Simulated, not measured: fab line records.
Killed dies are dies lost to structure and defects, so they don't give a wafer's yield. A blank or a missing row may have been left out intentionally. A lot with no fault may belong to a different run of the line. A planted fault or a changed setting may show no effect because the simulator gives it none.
A lot that was struck, set against a sound lot + flow n5_finfet + 16 out of 1938 route steps
Sound: these wafers, L104.1, L104.3, L104.5. Wafers struck: L112.2, L112.3, L112.6. At the end, the cause is stated.
Each step with rows lists, per side, the tool, then ch with its chambers, then its first start. Under that, the readings that differ: sound wafers + struck wafers + difference of the means + sigmas: that difference in standard deviations of wafers without a fault.
alike: readings with means less than 2 such deviations apart, plus words and numbers identical on both sides. not compared: withheld readings, readings lacking a value on some wafer, bounds such as >300 that could conceal the same value, and numbers that have no deviation in the record and whose values overlap.
The two part at a step that has a row with sigmas, a row that says differs or no value, or rows on one side only. When numbers do not overlap yet have no deviation, they are printed without sigmas and do not part them. A reading missing from all wafers of one side parts the sides only when that side holds two or more wafers.

first, 5 steps without rows for these wafers: N5_FIN_SAQP_STRIP_74 (strips in CHF3/O2); N5_FIN_SAQP_MANDREL_ETCH_22 (etches a-Si in HBr/Cl2, stops on SiNx, target depth 60 nm, bt time 10 s, time 30 s); N5_FIN_SAQP_STRIP_55 (strips in N2/H2); N5_FIN_SAQP_STRIP_23 (strips in SPM, time 750 s); N5_FIN_SAQP_SRD_66 (time 30 s).
N5_FIN_SAQP_RECESS_75: chemistry HF/NH3, target SiO2, target depth 14.4 nm, afs cycles 3, sublimation time 60 s.
  sound on vapor_etch-02 ch 0, day 2 11:36; struck on vapor_etch-01 ch 1, day 4 10:35
| reading                     | sound       | struck      | difference | sigmas |
|-----------------------------|-------------|-------------|------------|--------|
| drypump_motor_current_A (A) | 5.2 5.2 5.2 | 6.1 6.1 6.1 | +0.9       | +2     |
N5_FIN_SAQP_SPACER1_ALD_24: deposits SiO2, target thk 20.3 nm, pulse time 1 s, purge time 2 s.
  sound on ald_sin-01 ch 0,2,3, day 2 11:59; struck on ald_sin-03 ch 0,2,3, day 4 10:58
  alike: heater_power_w, precursor_pulse_height_rel
  not compared: since_wet_clean_h
N5_FIN_SAQP_SPACER1_ETCHBACK_25: etches SiO2 in CHF3/O2, target depth 24.4 nm, time 12.2 s.
  sound on rie_diel-04 ch 0,1,3, day 2 13:19; struck on rie_diel-04 ch 0,1,3, day 4 11:41
  alike: drypump_motor_current_A, oes_product_au, rf_vpp_V, showerhead_plenum_p_Torr, throttle_valve_pct
  not compared: rf_hours_counter_h
N5_FIN_SAQP_MANDREL1_REMOVE_56: chemistry HBr/Cl2/O2, target a-Si, stops on SiNx, bt time 10 s.
  sound on rie_si-02 ch 2,3, day 2 13:24; struck on rie_si-05 ch 2,3, day 4 11:46
  alike: drypump_motor_current_A, oes_product_au, throttle_valve_pct
  not compared: rf_hours_counter_h
N5_FIN_SAQP_CD_MEAS_27: the cd target is 20 nm.
  sound on cd_sem-02 ch 0, day 2 13:31; struck on cd_sem-02 ch 0, day 4 11:53
  alike: cd_nm
then, 2 steps without rows for these wafers: N5_FIN_SAQP_ETCH_57 (etches SiNx in CH3F/O2, target depth 32.5 nm, time 46.4 s); N5_FIN_SAQP_ETCH_65 (etches SiO2 in CF4, target depth 4 nm, time 4.4 s).
N5_FIN_SAQP_MANDREL_ETCH_58: etches a-Si in HBr/Cl2, stops on SiNx, target depth 45 nm, bt time 10 s, time 27 s.
  sound on rie_si-06 ch 0,2, day 2 13:43; struck on rie_si-06 ch 0,1, day 4 12:04
| reading    | sound             | struck            | difference | sigmas |
|------------|-------------------|-------------------|------------|--------|
| bias_w (W) | 75.46 74.92 75.09 | 92.44 92.68 92.37 | +17.34     | +83    |
  alike: drypump_motor_current_A, oes_product_au, throttle_valve_pct
  not compared: rf_hours_counter_h
N5_FIN_SAQP_RECESS_63: chemistry HF/NH3, target SiO2, target depth 18 nm, afs cycles 3, sublimation time 60 s.
  sound on vapor_etch-02 ch 0,1, day 2 13:47; struck on vapor_etch-01 ch 0, day 4 12:09
  alike: drypump_motor_current_A
-- record jumps: 7 days separate the struck wafers' starts on either side; left off in module FIN_SAQP, taken up again in module BEOL_M4, whose first shown step is the route's number 1111 --
N5_BEOL_M4_RC_MEAS_101:
  sound on prober-02 ch 0, day 10 02:13; struck on prober-02 ch 0, day 11 17:26
| reading       | sound          | struck         | difference | sigmas |
|---------------|----------------|----------------|------------|--------|
| SS_N (mV/dec) | 70.0 70.7 70.8 | 71.8 72.4 72.3 | +1.7       | +3     |
  alike: DIBL_N, DIBL_P, IOFF_N, IOFF_P, ION_N, ION_P, SS_P, VT_N, VT_P
-- record jumps: 6 days separate the struck wafers' starts on either side; left off in module BEOL_M4, taken up again in module PASSIVATION, whose first shown step is the route's number 1936 --
N5_PASSIVATION_PROBE_49:
  struck on prober-01, day 17 05:39; sound on prober-01, day 15 11:37
  alike: defect_limited_yield, killed_at_M0_to_M3, killed_at_M4_up, killed_at_contacts, killed_at_front_end, killed_at_other, killed_dies, killed_on_rim, killed_open, killed_short, sort_bin_4_leakage, sort_bin_5_function, sort_bin_6_memory, sort_bin_8_speed, sort_n_pass

WHERE THEY PART
Last at N5_BEOL_M4_RC_MEAS_101 as far as this record goes, first at N5_FIN_SAQP_RECESS_75. Later steps at which nothing parts them and some readings are alike: N5_PASSIVATION_PROBE_49.

WHY: what had been put in by the simulator
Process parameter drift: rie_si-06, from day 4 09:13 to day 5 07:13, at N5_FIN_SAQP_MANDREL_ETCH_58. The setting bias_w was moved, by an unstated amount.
